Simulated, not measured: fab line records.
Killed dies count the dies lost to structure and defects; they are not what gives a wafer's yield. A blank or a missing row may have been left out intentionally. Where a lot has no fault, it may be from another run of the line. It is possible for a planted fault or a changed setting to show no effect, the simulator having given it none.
What tool caused it? | flow n5 finfet | 27 wafers from 9 lots sampled at 6 of the route's 1938 steps

== WHAT EACH GAUGE READ, for each wafer ==
N5_BEOL_M4_RC_MEAS_101. Usual: DIBL_N 36.4 mV/V, standard deviation 1.6; DIBL_P 35.9 mV/V, standard deviation 2; IOFF_N 0.152 nA/um, standard deviation 0.03; IOFF_P 0.20 nA/um, standard deviation 0.032; ION_N 670 uA/um, standard deviation 12; ION_P 459 uA/um, standard deviation 7.3; SS_N 71.6 mV/dec, standard deviation 0.55; SS_P 73.2 mV/dec, standard deviation 0.69; VT_N 251 mV, standard deviation 3.5; VT_P -252 mV, standard deviation 3.2.
lot  | measured     | on        | DIBL_N (mV/V)  | DIBL_P (mV/V)  | IOFF_N (nA/um)    | IOFF_P (nA/um) | ION_N (uA/um) | ION_P (uA/um) | SS_N (mV/dec)  | SS_P (mV/dec)  | VT_N (mV)   | VT_P (mV)      | flag
L557 | day 8 00:49  | prober-01 | 35.4 36.6 37.7 | 34.2 36.3 38.0 | 0.131 0.148 0.168 | 0.21 0.23 0.26 | 669 671 678   | 466 463 474   | 70.9 70.6 71.4 | 72.6 73.3 73.8 | 251 251 248 | -247 -247 -246 |
L558 | day 8 03:50  | prober-01 | 36.7 36.5 37.9 | 33.8 35.5 37.1 | 0.139 0.153 0.177 | 0.18 0.22 0.24 | 656 675 671   | 449 461 466   | 71.5 70.7 71.4 | 72.7 72.4 73.3 | 254 249 248 | -253 -250 -248 |
L559 | day 8 05:18  | prober-02 | 38.9 41.3 37.0 | 38.1 39.3 35.2 | 0.199 0.236 0.152 | 0.26 0.28 0.21 | 689 693 676   | 468 476 465   | 71.2 71.6 70.1 | 73.4 74.2 72.7 | 245 246 252 | -249 -244 -249 |
L560 | day 8 22:53  | prober-01 | 36.8 39.9 39.2 | 34.9 38.3 38.4 | 0.133 0.198 0.181 | 0.21 0.25 0.25 | 655 687 683   | 459 467 464   | 71.6 72.0 71.8 | 73.7 73.9 73.7 | 252 247 248 | -252 -249 -252 |
L561 | day 9 05:32  | prober-01 | 37.2 35.7 34.9 | 37.4 35.0 35.2 | 0.177 0.148 0.142 | 0.22 0.19 0.18 | 688 679 678   | 468 459 460   | 72.4 71.9 71.8 | 73.6 72.8 72.6 | 247 251 251 | -248 -252 -250 |
L566 | day 10 12:04 | prober-01 | 39.0 39.8 35.8 | 39.5 41.5 36.2 | 0.203 0.230 0.138 | 0.21 0.25 0.17 | 686 691 666   | 461 470 453   | 72.2 72.4 71.7 | 73.6 74.4 73.2 | 248 246 253 | -253 -251 -256 |
L567 | day 10 16:03 | prober-01 | 38.4 35.7 38.5 | 38.2 35.4 37.9 | 0.192 0.151 0.189 | 0.23 0.20 0.23 | 686 686 682   | 466 472 467   | 72.0 72.2 72.3 | 73.5 73.9 73.2 | 248 253 249 | -249 -250 -250 |
L569 | day 11 09:44 | prober-02 | 35.1 37.5 35.2 | 33.5 37.4 33.9 | 0.128 0.183 0.135 | 0.17 0.23 0.18 | 661 690 678   | 456 469 466   | 71.8 72.6 71.8 | 72.7 74.3 72.1 | 254 247 252 | -253 -249 -250 |
L570 | day 11 01:50 | prober-01 | 37.7 36.0 35.7 | 38.5 35.9 35.7 | 0.175 0.139 0.132 | 0.23 0.19 0.18 | 684 661 671   | 468 456 463   | 73.0 71.8 71.7 | 74.5 73.3 73.7 | 250 253 255 | -248 -254 -251 |

== EACH LOT AND THE TOOL THAT RAN IT (in order: tool; ch and the chambers of the sampled wafers; start) ==
lot  | N5_STI_FIN_REVEAL_DENSIFY_30    | N5_STI_FIN_REVEAL_ETCHBACK_08     | N5_STI_FIN_REVEAL_RECESS_09       | N5_DUMMY_GATE_CVD_03                       | N5_DUMMY_GATE_CMP_04
L557 | rtp anneal-01 ch 0, day 2 11:07 | rie diel-03 ch 1,3, day 2 11:23   | vapor etch-02 ch 0, day 2 11:38   | lpcvd-02 ch 0/100,0/109,0/90, day 2 14:37  | cmp-04 ch 0,1, day 2 20:11
L558 | rtp anneal-02 ch 0, day 2 17:31 | rie diel-04 ch 0,1,2, day 2 17:43 | vapor etch-02 ch 0,1, day 2 18:31 | lpcvd-02 ch 1/50,1/54,1/59, day 2 21:10    | cmp-01 ch 0,2,3, day 3 00:55
L559 | rtp anneal-02 ch 0, day 3 00:23 | rie diel-03 ch 1,2,3, day 3 00:43 | vapor etch-02 ch 0,1, day 3 00:58 | lpcvd-02 ch 1/65,1/70,1/79, day 3 04:23    | cmp-02 ch 0,1,3, day 3 08:07
L560 | rtp anneal-02 ch 0, day 3 05:26 | rie diel-04 ch 0,1,2, day 3 05:44 | vapor etch-02 ch 0,1, day 3 05:59 | lpcvd-02 ch 0/104,0/109,0/95, day 3 08:58  | cmp-01 ch 0,1,2, day 3 12:44
L561 | rtp anneal-02 ch 0, day 3 10:38 | rie diel-03 ch 0,1, day 3 10:51   | vapor etch-01 ch 0,1, day 3 11:38 | lpcvd-02 ch 1/25,1/34,1/39, day 3 14:05    | cmp-02 ch 0,3, day 3 17:50
L566 | rtp anneal-02 ch 0, day 4 18:29 | rie diel-04 ch 0,1,2, day 4 18:42 | vapor etch-02 ch 0,1, day 4 19:29 | lpcvd-01 ch 0/50,0/54,0/59, day 4 22:53    | cmp-04 ch 0,1,2, day 5 02:39
L567 | rtp anneal-01 ch 0, day 4 23:44 | rie diel-03 ch 0,1,2, day 4 23:56 | vapor etch-01 ch 0,1, day 5 00:12 | lpcvd-01 ch 1/70,1/75,1/89, day 5 03:14    | cmp-01 ch 0,1,3, day 5 08:52
L569 | rtp anneal-01 ch 0, day 5 11:43 | rie diel-03 ch 0,3, day 5 11:58   | vapor etch-02 ch 0,1, day 5 12:37 | lpcvd-01 ch 0/15,0/20,0/39, day 5 16:26    | cmp-02 ch 0,1,2, day 5 20:14
L570 | rtp anneal-01 ch 0, day 5 16:40 | rie diel-01 ch 0,1,2, day 5 16:59 | vapor etch-02 ch 0,1, day 5 17:46 | lpcvd-01 ch 1/100,1/104,1/114, day 5 20:37 | cmp-04 ch 0,3, day 6 00:23
- N5_STI_FIN_REVEAL_DENSIFY_30
- N5_STI_FIN_REVEAL_ETCHBACK_08: etches SiO2 in C4F6/O2, target depth 30.5 nm, time 10.167 s.
- N5_STI_FIN_REVEAL_RECESS_09: chemistry HF/NH3, target SiO2, afs cycles 11, target depth 42.5 nm, sublimation time 60 s.
- N5_DUMMY_GATE_CVD_03: deposits a-Si from SiH4, target thk 150 nm, time 8042 s.
- N5_DUMMY_GATE_CMP_04: polishes a-Si.

== AS READ BY THE TOOLS THEMSELVES (means over the sampled wafers that have a number; for cases with no such wafer, the mark the record gives instead) ==
N5_STI_FIN_REVEAL_DENSIFY_30. Usual: lamp power pct 11.53 %, standard deviation 0.051; lamp_zone_2_pct 11.531 %, standard deviation 0.016; lamp_zone_3_pct 11.524 %, standard deviation 0.017; lamp_zone_5_pct 11.533 %, standard deviation 0.019.
lot  | tool          | lamp power pct (%) | lamp_zone_2_pct (%) | lamp_zone_3_pct (%) | lamp_zone_5_pct (%) | flag
L557 | rtp anneal-01 | 11.59              | 11.519              | 11.544              | 11.528              |
L558 | rtp anneal-02 | 11.52              | 11.528              | 11.522              | 11.542              |
L559 | rtp anneal-02 | 11.49              | 11.529              | 11.527              | 11.533              |
L560 | rtp anneal-02 | 11.55              | 11.538              | 11.530              | 11.527              |
L561 | rtp anneal-02 | 11.54              | 11.543              | 11.536              | 11.533              |
L566 | rtp anneal-02 | 11.54              | 11.539              | 11.509              | 11.519              |
L567 | rtp anneal-01 | 11.52              | 11.525              | 11.530              | 11.522              |
L569 | rtp anneal-01 | 11.49              | 11.535              | 11.534              | 11.552              |
L570 | rtp anneal-01 | 11.56              | 11.520              | 11.529              | 11.531              |

N5_STI_FIN_REVEAL_ETCHBACK_08. Usual: drypump motor current A 5.6 A, standard deviation 0.55; oes product au 0.78 a.u., standard deviation 0.074; rf vpp V 669 V, standard deviation 13; showerhead plenum p Torr 2.85 Torr, standard deviation 0.1; throttle valve pct 21.15 %, standard deviation 0.16.
lot  | tool        | drypump motor current A (A) | oes product au (a.u.) | rf vpp V (V) | showerhead plenum p Torr (Torr) | throttle valve pct (%) | flag
L557 | rie diel-03 | 5.9                         | 0.80                  | 667          | 2.79                            | 20.97                  |
L558 | rie diel-04 | 5.8                         | 0.78                  | 665          | 2.86                            | 21.13                  |
L559 | rie diel-03 | 5.8                         | 0.79                  | 667          | 2.83                            | 21.13                  |
L560 | rie diel-04 | 5.8                         | 0.77                  | 666          | 2.86                            | 21.14                  |
L561 | rie diel-03 | 5.9                         | 0.85                  | 679          | 2.84                            | 20.92                  |
L566 | rie diel-04 | 5.8                         | 0.77                  | 665          | 2.85                            | 21.16                  |
L567 | rie diel-03 | 5.9                         | 0.82                  | 678          | 2.88                            | 21.06                  |
L569 | rie diel-03 | 5.0                         | 0.88                  | 678          | 2.98                            | 21.11                  |
L570 | rie diel-01 | 5.3                         | 0.75                  | 655          | 2.73                            | 21.21                  |

N5_STI_FIN_REVEAL_RECESS_09. Usual: drypump motor current A reads 5.5 A (standard deviation 0.43).
lot  | tool          | drypump motor current A (A) | flag
L557 | vapor etch-02 | 6.0                         |
L558 | vapor etch-02 | 5.7                         |
L559 | vapor etch-02 | 5.7                         |
L560 | vapor etch-02 | 5.7                         |
L561 | vapor etch-01 | 5.4                         |
L566 | vapor etch-02 | 5.4                         |
L567 | vapor etch-01 | 5.2                         |
L569 | vapor etch-02 | 5.7                         |
L570 | vapor etch-02 | 5.4                         |

N5_DUMMY_GATE_CVD_03. Usual: spike tc upper C 529.3 C, standard deviation 0.98; susceptor temp C 529.96 C, standard deviation 0.14; zone power top pct 17.2 %, standard deviation 1.3.
lot  | tool     | spike tc upper C (C) | susceptor temp C (C) | zone power top pct (%) | flag
L557 | lpcvd-02 | 529.9                | 529.83               | 16.8                   |
L558 | lpcvd-02 | 528.8                | 529.86               | 17.1                   |
L559 | lpcvd-02 | 527.6                | 529.84               | 17.1                   |
L560 | lpcvd-02 | 529.2                | 529.70               | 16.6                   |
L561 | lpcvd-02 | 528.6                | 529.92               | 17.1                   |
L566 | lpcvd-01 | 529.7                | 529.93               | 15.3                   |
L567 | lpcvd-01 | 530.3                | 529.76               | 19.1                   |
L569 | lpcvd-01 | 529.0                | 530.01               | 15.2                   |
L570 | lpcvd-01 | 530.9                | 529.97               | 19.3                   |

N5_DUMMY_GATE_CMP_04. Usual: motor current A 10.3 A, standard deviation 1.4; time to endpoint s 13.7 s, standard deviation 2.
lot  | tool   | motor current A (A) | time to endpoint s (s) | flag
L557 | cmp-04 | 10.5                | 15.9                   |
L558 | cmp-01 | 10.8                | 10.8                   |
L559 | cmp-02 | 8.9                 | 12.5                   |
L560 | cmp-01 | 10.2                | 12.7                   |
L561 | cmp-02 | 8.2                 | 11.1                   |
L566 | cmp-04 | 10.6                | 13.5                   |
L567 | cmp-01 | 10.7                | 15.5                   |
L569 | cmp-02 | 9.6                 | 24.7                   | OFF
L570 | cmp-04 | 11.4                | 25.3                   | OFF

== THE ANSWER, worked out from the rows above alone ==
Rule: lot off if the mean of its wafers having a number is beyond 3 standard deviations from the usual mean. A lot without any number at a reading at which 4 lots or more have one is off too. Where the step has rows for the other lots, those lots are counted as sound. The gauges are gone through in route order, then the tools' own readings, and for those a lot's mean is taken as printed above. At the first step where some lot is off, the reading lying furthest off is the one used; lots without a number count as furthest.
Off: L569, L570, at N5_DUMMY_GATE_CMP_04 (time to endpoint s).
If a tool, at that step or one of the process steps before it, ran each lot that is off and ran no sound lot following the first of them, it fits. Can't be told from this: 3 tools fit, rtp anneal-01 at N5_STI_FIN_REVEAL_DENSIFY_30, vapor etch-02 at N5_STI_FIN_REVEAL_RECESS_09, lpcvd-01 at N5_DUMMY_GATE_CVD_03.

== WHAT THE SIMULATOR PUT IN ==
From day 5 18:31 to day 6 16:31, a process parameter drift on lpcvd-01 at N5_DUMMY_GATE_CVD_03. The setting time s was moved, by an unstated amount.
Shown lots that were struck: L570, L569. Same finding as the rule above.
